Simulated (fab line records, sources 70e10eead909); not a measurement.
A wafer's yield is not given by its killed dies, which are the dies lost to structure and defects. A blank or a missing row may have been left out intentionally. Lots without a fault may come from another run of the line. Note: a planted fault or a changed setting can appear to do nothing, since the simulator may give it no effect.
Matching of chambers	flow nand_harc	rie_diel-01 running NHARC_A_BLC_ETCH_16: 4 sister chambers
The step etches the open film in CF4, target depth 39 nm, time 65 s. 14 wafers are shown with their chamber, then 7 later ones without.

## WAFERS PAIRED WITH THEIR CHAMBERS
wafer	chamber	showerhead_plenum_p_Torr (Torr)	drypump_motor_current_A (A)	rf_vpp_V (V)
L075.1	2	1.82	5.7	153.1
L075.3	0	1.88	5.6	153.5
L075.4	3	1.66	5.3	150.1
L074.2	2	1.82	5.7	152.7
L074.3	0	1.88	5.6	152.8
L074.4	0	1.88	5.6	152.7
L083.3	0	1.88	5.6	151.9
L083.4	1	1.77	5.3	152.7
L083.6	1	1.77	5.3	151.4
L088.2	2	1.82	5.7	152.1
L088.3	0	1.88	5.6	154.7
L088.5	1	1.77	5.4	150.5
L090.1	1	1.77	5.4	150.2
L090.2	3	1.65	5.3	149.2

SIGNATURES (means of the wafers above)
reading	chamber 0	chamber 1	chamber 2	chamber 3	scatter within a chamber
showerhead_plenum_p_Torr	1.8800	1.7700	1.8200	1.6550	0.00224
drypump_motor_current_A	5.600	5.350	5.700	5.300	0.0316
rf_vpp_V	153.120	151.200	152.633	149.650	0.954
Rule: a wafer's distance from a chamber is the root of the sum, over the readings, of the square of ((its reading less the chamber's mean) divided by the reading's scatter). The wafer belongs to the nearest chamber; if the next one is less than 2 further off, it can't be placed. The scatter is the square root of a quotient: the sum, over the shown wafers, of each reading's squared deviation from its chamber's mean, divided by wafers minus chambers.

## WAFERS WHOSE CHAMBER IS MISSING
wafer	showerhead_plenum_p_Torr (Torr)	drypump_motor_current_A (A)	rf_vpp_V (V)
L090.3	1.88	5.6	151.3
L094.1	1.77	5.3	151.0
L094.2	1.82	5.7	150.3
L094.4	1.88	5.6	151.6
L095.2	1.65	5.3	149.3
L095.4	1.88	5.6	152.3
L095.5	1.65	5.3	149.0

## CHAMBER TAKEN BY EACH
wafer	from the rows above	in truth
L090.3	0	0
L094.1	1	1
L094.2	2	2
L094.4	0	0
L095.2	3	3
L095.4	0	0
L095.5	3	3
Correct placement for 7 of the 7. Can't be placed from these rows: 0. 0 placed wrongly.
